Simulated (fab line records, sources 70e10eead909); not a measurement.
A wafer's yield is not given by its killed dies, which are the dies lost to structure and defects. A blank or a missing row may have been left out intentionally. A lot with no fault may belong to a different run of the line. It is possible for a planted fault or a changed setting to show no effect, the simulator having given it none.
Problem report, 8D (eight disciplines) form, completed by code / flow nand_harc / the parts of the form that need people (team, actions taken, sign-off) are left out

1. WHAT WENT WRONG
Mean of killed_at_periphery at NHARC_END_SORT_01: 615.5 across 2 wafers in 2 lots; on wafers with no fault it is 3.9 (standard deviation 2.7). So: +99 or more standard deviations from the usual mean.
The first sign was on wafer L289.3 at day 29 12:50, on prober-02. At this step, 33 wafers from 11 lots have a number in the record. Rule for "out" (also "out of limits"): further than 4 standard deviations from the usual mean. The other wafers with a number count as sound.

2. WHAT IT IS AND WHAT IT IS NOT
question=which readings at this step | is=killed_at_periphery, defect_limited_yield, killed_dies | is not=killed_at_array, killed_at_other, killed_open, killed_short
question=which lots | is=L289, L290 | is not=L276, L277, L278, L281, L282, L285, L286, L298, L299
question=which wafers of those lots | is=L289.3, L290.2 | is not=L289.1, L289.2, L290.5, L290.6
question=read on which gauges | is=prober-01, prober-02 | is not=-
question=when | is=from day 29 12:50 | is not=up to then (23 sound wafers); but 8 sound wafers of L290, L298, L299 came after

3. SUSPECTS, AND WHAT RULES EACH OUT
Counting: if a tool at a process step up to the reading ran every lot that is out, it stays a suspect. Sound lots after the first of them don't rule it out here, since some wafers of a struck lot are sound.
- the gauge at NHARC_END_SORT_01: ruled out. The wafers that are out were read on 2 gauges (prober-01, prober-02).
- rie_diel-13 at NHARC_P_M2_ETCH_28 (etches the open film in CF4/N2, target depth 30 nm, time 72.99 s): kept. It processed each lot that is out (first: L289, day 11 17:13); up to then, its last sound lot is L282 (day 8 22:14). Out on those wafers are its own readings of run_length_s.
- At NHARC_P_M2_ETCH_28, inside rie_diel-13: chamber 0 took the wafers that are out, while their sound lot-mates went through chambers 2, 3.
After counting, what remains is rie_diel-13 at NHARC_P_M2_ETCH_28.

4. THE CAUSE (what the simulator had put in)
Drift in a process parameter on rie_diel-13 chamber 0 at NHARC_P_M2_ETCH_28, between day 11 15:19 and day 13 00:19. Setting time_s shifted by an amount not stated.
The count eliminated every tool but this one.

5. THE EFFECT CHAIN, in route order
Rows list readings where the struck wafers' mean (over those with a number) sits beyond 3 standard deviations from the usual. Scope: only readings with a usual standard deviation given in the record; hours: median across lots of the time from each lot's start at the first step in this table that gives one to its start at this step; sigmas: change in usual standard deviations.
hours=0; step=NHARC_P_M2_ETCH_28; reading=run_length_s; usual=94.2 s; on struck wafers=69.8; change=-24.5; sigmas=-49
hours=436; step=NHARC_END_SORT_01; reading=defect_limited_yield; usual=91.0 %; on struck wafers=1.1; change=-90.0; sigmas=-32
hours=436; step=NHARC_END_SORT_01; reading=killed_at_periphery; usual=3.9; on struck wafers=615.5; change=+611.6; sigmas=+99 or more
hours=436; step=NHARC_END_SORT_01; reading=killed_dies; usual=61; on struck wafers=670; change=+609; sigmas=+32
Here are the process steps it includes:
- NHARC_P_M2_ETCH_28: etches the open film in CF4/N2, target depth 30 nm, time 72.99 s.

6. HOW IT WOULD HAVE BEEN CAUGHT EARLIER
In this record the first reading out of limits at a measuring or inspecting step was taken at day 29 12:50, 430 hours after the fault began at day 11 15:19.
The tool's own readings at NHARC_P_M2_ETCH_28 were out on every struck wafer that the step has a row for (run_length_s): an alarm limit on them would have fired on the first of those.
The start of NHARC_P_M2_ETCH_28 on rie_diel-13 came by day 29 12:50 for every one of the lots that are out (2). Tool hold at that time: it would have spared none of them.
